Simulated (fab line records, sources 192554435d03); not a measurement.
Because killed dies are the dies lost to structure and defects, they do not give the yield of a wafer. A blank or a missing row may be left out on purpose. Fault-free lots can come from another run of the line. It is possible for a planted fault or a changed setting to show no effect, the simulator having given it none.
fab line records -- flow n5-finfet
[record] lots = 7, wafers = 18, last-day = 18
route steps=1938 shown BEOL_M9@1452 PASSIVATION@1936
lots with no fault: from the same line, run without faults
start-h: start of the lot's first displayed wafer, in hours after the record's first day -- wait-h: hours elapsed since this lot's preceding step -- " identical to the entry in the row above -- L1.1+2: one row covering several wafers at once -- - no value, or no start given -- * or withheld: withheld -- < > ~ a bound
route shown NAME@n: a module of which the file shows steps, and the number in the route of the first -- usual: the fault-free wafers' mean and standard deviation -- same: alike in all rows -- chamber/n: place in a boat -- sites: readings site by site -- _std_site: their standard deviation -- _edge_site: the outer-site mean with the inner-site mean subtracted -- radius-mm: for every site, how far away it sits from the centre of the wafer -- mask NAME#n: copy n -- behind: tool/chamber where the wafer was last shaped -- hold: what put the lot on hold/how long, in hours/how the hold closed -- device: the n, p or np transistor that did not switch -- end of line: tests run on the same wafers once the route is complete -- a step without rows: its recipe alone -- killed: dies lost to structure and defects at the first sort, not the wafer's yield -- map: per-die view of a wafer (x killed, . not killed, _ where there is no die)
set.NAME: the setting that was run; set.NAME@STEP: the one run at that earlier step -- model.NAME: the simulator's own value behind a step, which no gauge read
lots seen at some steps along the route; tables by step, rows by wafer
services: the hour from which a tool's chamber was out of use, counted from the record's first day as start-h (under 0 if before that day), plus the number of hours and why
[[steps]]
[step N5_BEOL_M9_PRECLEAN_42]
[recipe] chemistry = residue-remover, time-s = 60, temp-c = 40
[step N5_BEOL_M9_SRD_43]
[recipe] time-s = 30, temp-c = 23, rinse-liquid = diw, dry = ipa-marangoni
[step N5_BEOL_M9_CD_MEAS_35]
[recipe] target-cd-nm = 70, target-cd-y-nm = 40, polarity = opening
[usual] cd-nm = 69.9/0.85
lot.wafer,tool,chamber,start-h,wait-h,cd-nm
L261.4,cd-sem-01,-,230.19,0.0,69.1
L261.5,cd-sem-01,-,230.19,0.0,70.5
L261.6,cd-sem-01,-,230.19,0.0,69.0
L268.1,cd-sem-03,-,272.32,0.0,70.1
L268.4,cd-sem-03,-,272.32,0.0,68.9
L268.5,cd-sem-03,-,272.32,0.0,70.1
L271.3,cd-sem-01,-,304.42,0.0,70.7
L271.4,cd-sem-01,-,304.42,0.0,71.3
L271.6,cd-sem-01,-,304.42,0.0,70.8
L277.1,cd-sem-01,-,332.15,0.0,69.7
L277.3,cd-sem-01,-,332.15,0.0,69.9
L278.5,cd-sem-03,-,346.86,0.0,70.5
L278.6,cd-sem-03,-,346.86,0.0,71.5
L281.1,cd-sem-03,-,349.34,0.0,69.5
L281.3,cd-sem-03,-,349.34,0.0,69.2
L281.6,cd-sem-03,-,349.34,0.0,69.5
L280.1,cd-sem-01,-,354.17,0.0,69.5
L280.6,cd-sem-01,-,354.17,0.0,70.3
[step N5_BEOL_M9_CURE_72]
[recipe] temp-c = 370, time-s = 120, ambient = DMADMS/He, material = SiCOH_lowk
[usual] lamp-power-pct = 52.32/0.055, wafer_temp_C_max = 371.7/0.43
lot.wafer,tool,chamber,start-h,wait-h,lamp-power-pct,wafer_temp_C_max
L261.4,uv-cure-03,2,230.38,0.2,52.44,371.6
L261.5,uv-cure-03,2,230.38,0.2,52.33,372.3
L261.6,uv-cure-03,2,230.38,0.2,52.40,371.6
L268.1,uv-cure-03,1,272.51,0.2,52.33,372.3
L268.4,uv-cure-03,1,272.51,0.2,52.30,372.3
L268.5,uv-cure-03,1,272.51,0.2,52.28,372.1
L271.3,uv-cure-03,2,304.56,0.1,52.20,371.5
L271.4,uv-cure-03,2,304.56,0.1,52.31,371.6
L271.6,uv-cure-03,2,304.56,0.1,52.40,372.1
L277.1,uv-cure-01,0,332.19,0.0,52.24,372.3
L277.3,uv-cure-01,0,332.19,0.0,52.27,372.3
L278.5,uv-cure-01,2,347.09,0.2,52.27,371.3
L278.6,uv-cure-01,2,347.09,0.2,52.34,371.8
L281.1,uv-cure-02,2,349.38,0.0,52.35,371.2
L281.3,uv-cure-02,2,349.38,0.0,52.32,371.2
L281.6,uv-cure-02,2,349.38,0.0,52.42,371.6
L280.1,uv-cure-02,0,354.47,0.3,52.44,370.8
L280.6,uv-cure-02,0,354.47,0.3,52.40,372.2
[step N5_BEOL_M9_DEGAS_44]
[recipe] ambient = vacuum, temp-c = 250, time-s = 60
[step N5_BEOL_M9_PRE_CLEAN_45]
[recipe] gas = H2/He, time-s = 30, temp-c = 250
[usual] heater-power-w = 331/26
lot.wafer,tool,chamber,start-h,wait-h,heater-power-w
L261.4,pvd-sputter-03,-,231.20,0.0,293
L261.5,pvd-sputter-03,-,231.20,0.0,299
L261.6,pvd-sputter-03,-,231.20,0.0,299
L268.1,pvd-sputter-01,-,273.06,0.0,356
L268.4,pvd-sputter-01,-,273.06,0.0,347
L268.5,pvd-sputter-01,-,273.06,0.0,347
L271.3,pvd-sputter-01,-,304.82,0.0,348
L271.4,pvd-sputter-01,-,304.82,0.0,343
L271.6,pvd-sputter-01,-,304.82,0.0,356
L277.1,pvd-sputter-01,-,332.81,0.0,344
L277.3,pvd-sputter-01,-,332.81,0.0,336
L278.5,pvd-sputter-03,-,347.45,0.0,300
L278.6,pvd-sputter-03,-,347.45,0.0,278
L281.1,pvd-sputter-01,-,351.66,0.0,342
L281.3,pvd-sputter-01,-,351.66,0.0,349
L281.6,pvd-sputter-01,-,351.66,0.0,351
L280.1,pvd-sputter-01,-,354.94,0.0,336
L280.6,pvd-sputter-01,-,354.94,0.0,359
[step N5_BEOL_M9_ALD_74]
[recipe] material = TaN, target-thk-a = 20, temp-c = 275, ald-precursor-family = PDMAT, ald-co-reactant = NH3, pressure-torr = 3, carrier-flow-sccm = 1500, pulse-time-s = 2, purge-time-s = 3, co-reactant-purge-time-s = 2, co-reactant-pulse-time-s = 3, ald-cycles = 40, precursor-vessel-temp-c = 75, precursor-vessel-pressure-torr = 26.25, precursor-vessel-carrier-sccm = 1000
[usual] heater-power-w = 405/43
[same] co-reactant-purge-time-s = 2
lot.wafer,tool,chamber,start-h,wait-h,heater-power-w
L261.4,ald-metal-04,1,231.28,0.1,353
L261.5,ald-metal-04,2,231.28,0.1,443
L261.6,ald-metal-04,3,231.28,0.1,404
L268.1,ald-metal-03,1,273.22,0.1,397
L268.4,ald-metal-03,3,273.22,0.1,371
L268.5,ald-metal-03,3,273.22,0.1,380
L271.3,ald-metal-04,2,304.98,0.1,464
L271.4,ald-metal-04,0,304.98,0.1,345
L271.6,ald-metal-04,2,304.98,0.1,458
L277.1,ald-metal-04,2,332.87,0.0,450
L277.3,ald-metal-04,3,332.87,0.0,403
L278.5,ald-metal-03,1,347.63,0.2,394
L278.6,ald-metal-03,0,347.63,0.2,444
L281.1,ald-metal-04,2,351.72,0.0,456
L281.3,ald-metal-04,1,351.72,0.0,347
L281.6,ald-metal-04,3,351.72,0.0,403
L280.1,ald-metal-04,0,355.23,0.3,356
L280.6,ald-metal-04,3,355.23,0.3,403
[step N5_BEOL_M9_SURFACE_TREAT_79]
[recipe] gas = Ar, time-s = *, ion-energy-ev = *, ion-current-ma-cm2 = 0.5, pressure-mtorr = *, ar-flow-sccm = 30
[usual] throttle-valve-pct = *
lot.wafer,tool,chamber,start-h,wait-h,throttle-valve-pct
L261.4,pvd-sputter-02,-,231.77,0.4,*
L261.5,pvd-sputter-02,-,231.77,0.4,*
L261.6,pvd-sputter-02,-,231.77,0.4,*
L268.1,pvd-sputter-01,-,273.54,0.2,*
L268.4,pvd-sputter-01,-,273.54,0.2,*
L268.5,pvd-sputter-01,-,273.54,0.2,*
L271.3,pvd-sputter-03,-,305.97,0.9,*
L271.4,pvd-sputter-03,-,305.97,0.9,*
L271.6,pvd-sputter-03,-,305.97,0.9,*
L277.1,pvd-sputter-02,-,333.35,0.4,*
L277.3,pvd-sputter-02,-,333.35,0.4,*
L278.5,pvd-sputter-03,-,347.81,0.0,*
L278.6,pvd-sputter-03,-,347.81,0.0,*
L281.1,pvd-sputter-01,-,352.04,0.2,*
L281.3,pvd-sputter-01,-,352.04,0.2,*
L281.6,pvd-sputter-01,-,352.04,0.2,*
L280.1,pvd-sputter-03,-,356.45,1.1,*
L280.6,pvd-sputter-03,-,356.45,1.1,*
[step N5_BEOL_M9_CVD_78]
[recipe] material = Co, target-thk-a = 20, temp-c = withheld, precursor = CCTBA/H2, pressure-torr = 30, time-s = 138.9
[step N5_BEOL_M9_SPUTTER_48]
[recipe] material = Cu, target-thk-a = 120, temp-c = -20, bias-v = 60, power-w = 26000, chamber-pressure-pa = 0.13, time-s = 2
[step N5_BEOL_M9_ECD_50]
[recipe] material = Cu, target-thk-a = 3180
[step N5_BEOL_M9_ANNEAL_51]
[recipe] temp-c = 225, time-s = 90, ambient = N2
[usual] wafer_temp_C_max = 225.61/0.23
lot.wafer,tool,chamber,start-h,wait-h,wafer_temp_C_max
L261.4,rtp-anneal-01,0,232.33,0.2,225.94
L261.5,rtp-anneal-01,0,232.33,0.2,225.81
L261.6,rtp-anneal-01,0,232.33,0.2,225.76
L268.1,rtp-anneal-01,0,274.04,0.1,225.21
L268.4,rtp-anneal-01,0,274.04,0.1,225.20
L268.5,rtp-anneal-01,0,274.04,0.1,225.54
L271.3,rtp-anneal-02,0,306.85,0.3,225.76
L271.4,rtp-anneal-02,0,306.85,0.3,225.26
L271.6,rtp-anneal-02,0,306.85,0.3,225.61
L277.1,rtp-anneal-02,0,333.88,0.1,226.19
L277.3,rtp-anneal-02,0,333.88,0.1,225.51
L278.5,rtp-anneal-02,0,348.49,0.2,225.96
L278.6,rtp-anneal-02,0,348.49,0.2,226.28
L281.1,rtp-anneal-01,0,352.86,0.1,225.45
L281.3,rtp-anneal-01,0,352.86,0.1,225.43
L281.6,rtp-anneal-01,0,352.86,0.1,225.44
L280.1,rtp-anneal-01,0,357.20,0.1,225.24
L280.6,rtp-anneal-01,0,357.20,0.1,225.36
[step N5_BEOL_M9_CMP_52]
[recipe] stop-on = SiCOH_lowk, t-overpolish-s = 7, down-force-psi = 1, platen-rpm = 50, clearing-platen-down-force-psi = 1.5, clearing-platen-rpm = 50, post-cmp-clean = cu-alkaline, target-thk-nm = 140, clearing-platen-pad-velocity-m-s = 0.99484, pad-velocity-m-s = 0.99484
[usual] barrier-field-endpoint-s = 29.0/0.73, clearing-platen-down-force-psi = 1.500/0.0031, motor-current-A = 6.0/0.45, overpolish-run-s = 7.001/0.0094, slurry-filter-dp-kPa = 13.50/0.12, time-to-endpoint-s = 66.3/2.8
lot.wafer,tool,chamber,start-h,wait-h,barrier-field-endpoint-s,clearing-platen-down-force-psi,motor-current-A,overpolish-run-s,slurry-filter-dp-kPa,time-to-endpoint-s
L261.4,cmp-02,0,232.53,0.2,30.0,1.504,6.7,6.983,13.57,72.8
L261.6,cmp-02,3,232.53,0.2,30.3,1.499,6.4,6.987,13.30,70.6
L261.5,cmp-02,0,232.53,0.2,29.5,1.505,6.4,7.013,13.49,70.5
L268.1,cmp-01,1,274.43,0.3,29.2,1.505,6.3,6.991,13.54,64.9
L268.4,cmp-01,2,274.43,0.3,29.8,1.500,5.4,7.017,13.43,66.5
L268.5,cmp-01,0,274.43,0.3,30.2,1.497,5.8,6.998,13.61,73.0
L271.4,cmp-04,2,307.10,0.2,28.3,1.505,6.4,6.988,13.48,59.4
L271.3,cmp-04,0,307.10,0.2,28.5,1.497,5.9,6.989,13.52,61.2
L271.6,cmp-04,1,307.10,0.2,29.2,1.498,6.7,6.996,13.51,65.0
L277.3,cmp-01,3,334.21,0.2,28.7,1.499,6.1,6.991,13.41,65.3
L277.1,cmp-01,0,334.21,0.2,16.2,1.502,5.8,7.001,13.73,36.8
L278.6,cmp-01,3,348.76,0.2,28.9,1.497,6.0,7.008,13.50,65.0
L278.5,cmp-01,0,348.76,0.2,16.4,1.500,5.5,7.011,13.43,38.2
L281.3,cmp-02,0,353.15,0.2,29.2,1.505,6.4,6.996,13.52,68.7
L281.1,cmp-02,3,353.15,0.2,28.2,1.499,6.1,7.012,13.51,66.3
L281.6,cmp-02,0,353.15,0.2,29.7,1.499,6.5,7.005,13.44,70.5
L280.1,cmp-01,3,357.72,0.5,15.9,1.500,5.9,6.998,13.57,36.8
L280.6,cmp-01,2,357.72,0.5,28.7,1.496,5.4,7.012,13.50,67.3
[step N5_PASSIVATION_PROBE_49]
[usual] defect-limited-yield = 91.2/1.3, killed_at_M0_to_M3 = 34/10, killed_at_M4_up = 13/4.6, killed-at-contacts = 13/5.5, killed-at-front-end = 41/12, killed-at-other = 2.8/2.4, killed-dies = 104/16, killed-open = 67/12, killed-short = 33/7.2, sort_bin_4_leakage = 0.00/0.012, sort_bin_5_function = 5.1/0.86, sort_bin_6_memory = 3.3/0.62, sort-n-pass = 1076/16, sort-yield-pct = 91.2/1.3
[same] gross-dies = 1180, killed-at-back-side = 0, sort_bin_8_speed[%] = 0
lot.wafer,tool,chamber,start-h,wait-h,defect-limited-yield[%],killed_at_M0_to_M3,killed_at_M4_up,killed-at-contacts,killed-at-front-end,killed-at-other,killed-dies,killed-open,killed-short,sort_bin_4_leakage[%],sort_bin_5_function[%],sort_bin_6_memory[%],sort-n-pass,sort-yield-pct[%]
L261.4,prober-01,-,299.02,0.2,89.9,33,12,11,61,2,119,64,47,0,5.6,3.8,1061,89.9
L261.5,prober-01,-,299.07,0.2,91.5,22,19,14,43,2,100,68,31,0,4.7,3.6,1080,91.5
L261.6,prober-01,-,299.12,0.3,90.3,21,15,8,68,2,114,71,40,0,5.7,3.6,1066,90.3
L268.4,prober-02,-,335.76,0.2,91.6,28,14,11,46,0,99,64,31,0,5.3,2.8,1081,91.6
L271.3,prober-01,-,376.11,0.1,91.4,18,11,11,56,5,101,62,29,0,5.0,2.9,1079,91.4
L277.1,prober-01,-,390.43,0.0,90.3,33,4,17,61,0,115,75,32,0,5.3,4.1,1065,90.3
L277.3,prober-01,-,390.53,0.1,91.7,18,9,23,48,0,98,66,29,0,4.7,3.3,1082,91.7
L281.1,prober-02,-,407.13,0.0,92.2,44,10,9,28,1,92,55,31,0,4.0,3.4,1088,92.2
L281.3,prober-02,-,407.23,0.1,92.0,38,13,10,26,7,94,62,32,0,4.3,3.6,1086,92.0
L281.6,prober-02,-,407.38,0.3,91.7,45,15,10,25,3,98,61,34,0,5.1,3.0,1082,91.7
// killed by level:class
L261.4 FIN_SAQP:geometric-particle:short=18 FIN_SAQP:geometric-particle:open=8 MOL_CONTACT_COAG:geometric-particle:open=8 BEOL_M0_SAQP:geometric-particle:open=8 STI_FIN_REVEAL:geometric-particle:open=7 BEOL_M0_SAQP:geometric-particle:short=7 BEOL_M0:geometric-particle:open=7 GATE_CUT:geometric-particle:short=6
L261.5 STI_FIN_REVEAL:geometric-particle:open=13 MOL_CONTACT_COAG:geometric-particle:open=9 BEOL_M0_SAQP:geometric-particle:open=9 FIN_SAQP:geometric-particle:short=8 BEOL_M4:geometric-particle:open=8 BEOL_M3:geometric-particle:open=6 FIN_SAQP:geometric-particle:open=5 MOL_CONTACT_COAG:geometric-particle:short=5
L261.6 FIN_SAQP:geometric-particle:open=22 FIN_SAQP:geometric-particle:short=14 BEOL_M4:geometric-particle:open=8 MOL_CONTACT_COAG:geometric-particle:open=8 BEOL_M3:geometric-particle:open=7 STI_FIN_REVEAL:geometric-particle:short=6 STI_FIN_REVEAL:geometric-particle:open=5 ILD0:geometric-particle:short=4
L268.4 FIN_SAQP:geometric-particle:open=10 MOL_CONTACT_COAG:geometric-particle:open=9 STI_FIN_REVEAL:geometric-particle:open=8 GATE_CUT:geometric-particle:short=7 BEOL_M1:geometric-particle:open=6 BEOL_M3:geometric-particle:open=6 FIN_SAQP:geometric-particle:short=5 BEOL_M4:geometric-particle:open=5
L271.3 FIN_SAQP:geometric-particle:open=19 MOL_CONTACT_COAG:geometric-particle:open=10 GATE_CUT:geometric-particle:short=8 BEOL_M2:geometric-particle:open=7 HKMG_FIN:area-etch=6 FIN_SAQP:geometric-particle:short=5 BEOL_M4:geometric-particle:open=5 STI_FIN_REVEAL:geometric-particle:open=4
L277.1 MOL_CONTACT_COAG:geometric-particle:open=13 FIN_SAQP:geometric-particle:open=12 DUMMY_GATE:geometric-particle:open=9 BEOL_M3:geometric-particle:open=8 BEOL_M0_SAQP:geometric-particle:open=7 STI_FIN_REVEAL:geometric-particle:short=5 STI_FIN_REVEAL:geometric-particle:open=5 GATE_CUT:geometric-particle:short=5
L277.3 MOL_CONTACT_COAG:geometric-particle:open=18 DUMMY_GATE:geometric-particle:open=9 FIN_SAQP:geometric-particle:open=7 STI_FIN_REVEAL:geometric-particle:open=7 DUMMY_GATE:geometric-particle:short=7 FIN_SAQP:geometric-particle:short=6 BEOL_M0_SAQP:geometric-particle:open=5 BEOL_M0_SAQP:geometric-particle:short=5
L281.1 FIN_SAQP:geometric-particle:short=10 BEOL_M2:geometric-particle:open=10 FIN_SAQP:geometric-particle:open=7 MOL_CONTACT_COAG:geometric-particle:open=7 BEOL_M3:geometric-particle:open=7 BEOL_M0_SAQP:geometric-particle:open=6 BEOL_M0_SAQP:geometric-particle:short=6 BEOL_M1:geometric-particle:open=4
L281.3 BEOL_M2:geometric-particle:open=11 BEOL_M3:geometric-particle:open=10 MOL_CONTACT_COAG:geometric-particle:open=8 BEOL_M1:geometric-particle:open=6 BEOL_M4:geometric-particle:short=6 FIN_SAQP:geometric-particle:open=5 BEOL_M4:geometric-particle:open=5 ILD0:geometric-particle:short=4
L281.6 BEOL_M2:geometric-particle:open=13 BEOL_M3:geometric-particle:open=9 MOL_CONTACT_COAG:geometric-particle:open=7 FIN_SAQP:geometric-particle:short=6 STI_FIN_REVEAL:geometric-particle:open=6 BEOL_M0_SAQP:geometric-particle:short=6 BEOL_M4:geometric-particle:short=6 DUMMY_GATE:geometric-particle:open=5
[[services]]
tool,chamber,start-h,hours,kind
cmp-01,-,207.51,4.9,pm
uv-cure-02,-,208.82,53.7,repair
cmp-02,-,214.68,4.4,repair
cmp-01,-,221.30,2.3,repair
cmp-04,-,239.55,1.1,repair
ald-metal-04,2,262.36,26.9,repair
uv-cure-02,-,262.56,5.0,pm
cmp-01,-,268.13,1.9,repair
cmp-04,-,270.86,6.2,pm
cmp-01,-,289.09,4.0,pm
uv-cure-03,-,289.73,2.1,pm
cmp-01,-,293.09,-,consumable-replace:conditioner
cmp-01,-,293.09,-,consumable-replace:pad
cmp-02,-,297.12,0.5,repair
uv-cure-01,-,304.10,7.5,pm
cmp-02,-,321.56,0.3,repair
uv-cure-02,-,322.80,7.5,pm
uv-cure-02,-,333.77,3.1,repair
ald-metal-03,0,338.87,1.8,repair
uv-cure-03,-,349.66,7.5,pm
cmp-04,-,355.32,2.5,repair
[[key]]
[first-sign] step = N5_BEOL_M9_CMP_52, reading = barrier-field-endpoint-s, direction = down, sigmas = 18, usual = 29.0, struck = 16.2
[effect] step = N5_BEOL_M9_CMP_52, reading = time-to-endpoint-s, direction = down, sigmas = 10, usual = *, struck = *
met-at N5_BEOL_M9_CMP_52
struck-wafers L277.1,L278.5,L280.1
onset-between 274.43 334.21
[fault] kind = process-parameter-drift, tool = cmp-01, chamber = -, onset-h = 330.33, steps = N5_BEOL_M9_CMP_52, channel = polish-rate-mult, offset = 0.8, shape = step, end-h = 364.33, scope = struck-wafers-only
